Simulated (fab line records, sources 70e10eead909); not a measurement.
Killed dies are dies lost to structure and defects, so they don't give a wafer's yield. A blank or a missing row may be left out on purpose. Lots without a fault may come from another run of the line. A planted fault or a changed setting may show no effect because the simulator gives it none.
Which tool did it? | flow nand_harc | 12 lots, 36 wafers sampled, at 5 steps of a route of 1302

WHAT THE GAUGES READ, wafer by wafer
NHARC_A_ONON_D2_THK_MEAS_08: measures by ellipsometry. Usual: thk_nm 1000 nm, standard deviation 10.
lot  | measured     | on            | thk_nm (nm)    | flag
L819 | day 12 07:07 | film_metro-02 | 1007 1011 1007 |
L820 | day 12 20:22 | film_metro-02 | 1000 1002 1002 |
L821 | day 13 18:05 | film_metro-02 | 1005 1005 1006 |
L822 | day 13 18:06 | film_metro-02 | 1010 1011 1012 |
L824 | day 14 04:23 | film_metro-02 | 985 986 985    |
L825 | day 14 23:41 | film_metro-02 | 998 998 998    |
L826 | day 15 13:34 | film_metro-02 | 995 994 997    |
L828 | day 16 16:29 | film_metro-01 | 992 994 992    |
L829 | day 16 16:08 | film_metro-01 | 975 973 976    |
L831 | day 17 06:46 | film_metro-01 | 1009 1008 1010 |
L833 | day 18 09:52 | film_metro-02 | 1002 1002 1002 |
L834 | day 18 12:30 | film_metro-02 | 1441 1002 1002 | OFF

NHARC_A_ONON_D2_THK_MEAS_27: measures by ellipsometry. Usual: thk_nm 997 nm, standard deviation 9.5.
lot  | measured     | on            | thk_nm (nm)    | flag
L819 | day 12 18:37 | film_metro-02 | 999 1001 998   |
L820 | day 13 06:37 | film_metro-02 | 999 998 999    |
L821 | day 14 05:04 | film_metro-02 | 991 994 992    |
L822 | day 14 04:45 | film_metro-01 | 991 991 991    |
L824 | day 14 15:17 | film_metro-01 | 987 987 985    |
L825 | day 15 10:14 | film_metro-02 | 984 986 986    |
L826 | day 16 00:01 | film_metro-02 | 1012 1013 1011 |
L828 | day 17 02:30 | film_metro-01 | 1015 1017 1017 |
L829 | day 17 02:29 | film_metro-01 | 1005 1003 1004 |
L831 | day 17 17:48 | film_metro-02 | 984 986 988    |
L833 | day 18 20:25 | film_metro-02 | 995 994 996    |
L834 | day 18 20:25 | film_metro-01 | 997 999 999    |

WHICH TOOL RAN EACH LOT (tool, then ch and the chambers of the sampled wafers, then the start)
lot  | NHARC_A_CHANNEL_HOLE_D1_ETCH_21  | NHARC_A_CHANNEL_HOLE_D1_ETCH_24  | NHARC_A_ONON_D2_DEP_06
L819 | har_etch-01 ch 0,1, day 8 11:15  | har_etch-01 ch 0,1, day 8 13:00  | pecvd_onon-04 ch 0, day 12 06:40
L820 | har_etch-02 ch 0,1, day 9 00:22  | har_etch-02 ch 0,1, day 9 02:04  | pecvd_onon-02 ch 0, day 12 19:54
L821 | har_etch-01 ch 0,1, day 9 11:07  | har_etch-01 ch 0,1, day 9 12:49  | pecvd_onon-02 ch 0, day 13 17:32
L822 | har_etch-01 ch 0,1, day 9 18:29  | har_etch-01 ch 0,1, day 9 20:11  | pecvd_onon-03 ch 0, day 13 17:34
L824 | har_etch-01 ch 0,1, day 10 11:04 | har_etch-01 ch 0,1, day 10 12:56 | pecvd_onon-03 ch 0, day 14 04:04
L825 | har_etch-01 ch 1, day 11 05:59   | har_etch-01 ch 1, day 11 07:46   | pecvd_onon-03 ch 0, day 14 23:14
L826 | har_etch-02 ch 0, day 11 18:30   | har_etch-02 ch 0, day 11 20:16   | pecvd_onon-04 ch 0, day 15 13:07
L828 | har_etch-02 ch 0,1, day 12 10:43 | har_etch-02 ch 0,1, day 12 12:26 | pecvd_onon-04 ch 0, day 16 16:02
L829 | har_etch-02 ch 0,1, day 12 17:05 | har_etch-02 ch 0,1, day 12 18:54 | pecvd_onon-04 ch 0, day 16 15:44
L831 | har_etch-02 ch 0,1, day 13 12:10 | har_etch-02 ch 0,1, day 13 14:02 | pecvd_onon-04 ch 0, day 17 06:22
L833 | har_etch-02 ch 0,1, day 14 10:23 | har_etch-02 ch 0,1, day 14 12:08 | pecvd_onon-04 ch 0, day 18 09:25
L834 | har_etch-02 ch 0,1, day 14 18:46 | har_etch-02 ch 0,1, day 14 20:35 | pecvd_onon-04 ch 0, day 18 12:07
- NHARC_A_CHANNEL_HOLE_D1_ETCH_21: etches the open film in C4F8/O2/Ar, time 514.3 s, target depth 1600 nm.
- NHARC_A_CHANNEL_HOLE_D1_ETCH_24: etches the open film in C4F8/O2/Ar, time 906.2 s, target depth 1500 nm.
- NHARC_A_ONON_D2_DEP_06: target thk 1000 nm.

WHAT THE TOOLS THEMSELVES READ (means of the sampled wafers that have a number; where no wafer has one, the mark that the record gives instead)
NHARC_A_CHANNEL_HOLE_D1_ETCH_21. Usual: c4f8_flow_sccm 89.30 sccm, standard deviation 0.26; drypump_motor_current_A 6.0 A, standard deviation 0.7; o2_flow_sccm 35.72 sccm, standard deviation 0.11; showerhead_plenum_p_Torr 3.60 Torr, standard deviation 0.12; throttle_valve_pct 32.155 %, standard deviation 0.0092.
lot  | tool        | c4f8_flow_sccm (sccm) | drypump_motor_current_A (A) | o2_flow_sccm (sccm) | showerhead_plenum_p_Torr (Torr) | throttle_valve_pct (%) | flag
L819 | har_etch-01 | 89.32                 | 6.3                         | 35.78               | 3.60                            | 32.157                 |
L820 | har_etch-02 | 89.35                 | 6.1                         | 35.84               | 3.59                            | 32.153                 |
L821 | har_etch-01 | 89.62                 | 6.1                         | 35.72               | 3.66                            | 32.159                 |
L822 | har_etch-01 | 89.32                 | 6.1                         | 35.79               | 3.65                            | 32.149                 |
L824 | har_etch-01 | 89.26                 | 6.1                         | 35.68               | 3.65                            | 32.161                 |
L825 | har_etch-01 | 89.40                 | 6.6                         | 35.73               | 3.51                            | 32.142                 |
L826 | har_etch-02 | 89.10                 | 6.7                         | 35.61               | 3.49                            | 32.162                 |
L828 | har_etch-02 | 89.29                 | 5.5                         | 35.67               | 3.65                            | 32.156                 |
L829 | har_etch-02 | 89.35                 | 5.5                         | 35.74               | 3.65                            | 32.147                 |
L831 | har_etch-02 | 89.12                 | 5.5                         | 35.72               | 3.64                            | 32.156                 |
L833 | har_etch-02 | 89.36                 | 6.1                         | 35.68               | 3.56                            | 32.149                 |
L834 | har_etch-02 | 89.34                 | 5.5                         | 35.76               | 3.63                            | 32.160                 |

NHARC_A_CHANNEL_HOLE_D1_ETCH_24. Usual: c4f8_flow_sccm 93.80 sccm, standard deviation 0.26; drypump_motor_current_A 6.0 A, standard deviation 0.7; o2_flow_sccm 31.20 sccm, standard deviation 0.084; showerhead_plenum_p_Torr 3.59 Torr, standard deviation 0.12; throttle_valve_pct 32.236 %, standard deviation 0.0089.
lot  | tool        | c4f8_flow_sccm (sccm) | drypump_motor_current_A (A) | o2_flow_sccm (sccm) | showerhead_plenum_p_Torr (Torr) | throttle_valve_pct (%) | flag
L819 | har_etch-01 | 93.67                 | 6.4                         | 31.15               | 3.59                            | 32.238                 |
L820 | har_etch-02 | 94.06                 | 6.1                         | 31.07               | 3.59                            | 32.236                 |
L821 | har_etch-01 | 94.00                 | 6.1                         | 31.23               | 3.65                            | 32.238                 |
L822 | har_etch-01 | 93.97                 | 6.1                         | 31.14               | 3.65                            | 32.230                 |
L824 | har_etch-01 | 94.13                 | 6.1                         | 31.19               | 3.64                            | 32.235                 |
L825 | har_etch-01 | 93.38                 | 6.6                         | 31.11               | 3.50                            | 32.239                 |
L826 | har_etch-02 | 93.86                 | 6.7                         | 31.22               | 3.48                            | 32.241                 |
L828 | har_etch-02 | 94.04                 | 5.5                         | 31.18               | 3.65                            | 32.243                 |
L829 | har_etch-02 | 93.87                 | 5.5                         | 31.29               | 3.64                            | 32.239                 |
L831 | har_etch-02 | 93.86                 | 5.5                         | 31.20               | 3.64                            | 32.229                 |
L833 | har_etch-02 | 93.88                 | 6.1                         | 31.21               | 3.55                            | 32.234                 |
L834 | har_etch-02 | 93.93                 | 5.5                         | 31.23               | 3.63                            | 32.234                 |

THE ANSWER, worked out from the rows above alone
Rule: a lot is off if the mean of its wafers that have a number lies more than 3 standard deviations from the usual mean. A lot without any number at a reading at which 4 lots or more have one is off too. The other lots that the step has rows for count as sound. The gauges are gone through in route order, then the tools' own readings, and for those a lot's mean is taken as printed above. The first step at which some lot is off is used, and at that step the reading that is off furthest; a lot without a number counts as furthest.
Off: L834, at NHARC_A_ONON_D2_THK_MEAS_08 (thk_nm).
A tool fits if, at a process step before that reading, it ran every lot that is off, and no sound lot after the first of them. The gauges at NHARC_A_ONON_D2_THK_MEAS_08 are tried like those tools. Can't be told from this: 3 tools fit, har_etch-02 at NHARC_A_CHANNEL_HOLE_D1_ETCH_21 and NHARC_A_CHANNEL_HOLE_D1_ETCH_24, pecvd_onon-04 at NHARC_A_ONON_D2_DEP_06, film_metro-02 at NHARC_A_ONON_D2_THK_MEAS_08.

WHAT THE SIMULATOR HAD PUT IN
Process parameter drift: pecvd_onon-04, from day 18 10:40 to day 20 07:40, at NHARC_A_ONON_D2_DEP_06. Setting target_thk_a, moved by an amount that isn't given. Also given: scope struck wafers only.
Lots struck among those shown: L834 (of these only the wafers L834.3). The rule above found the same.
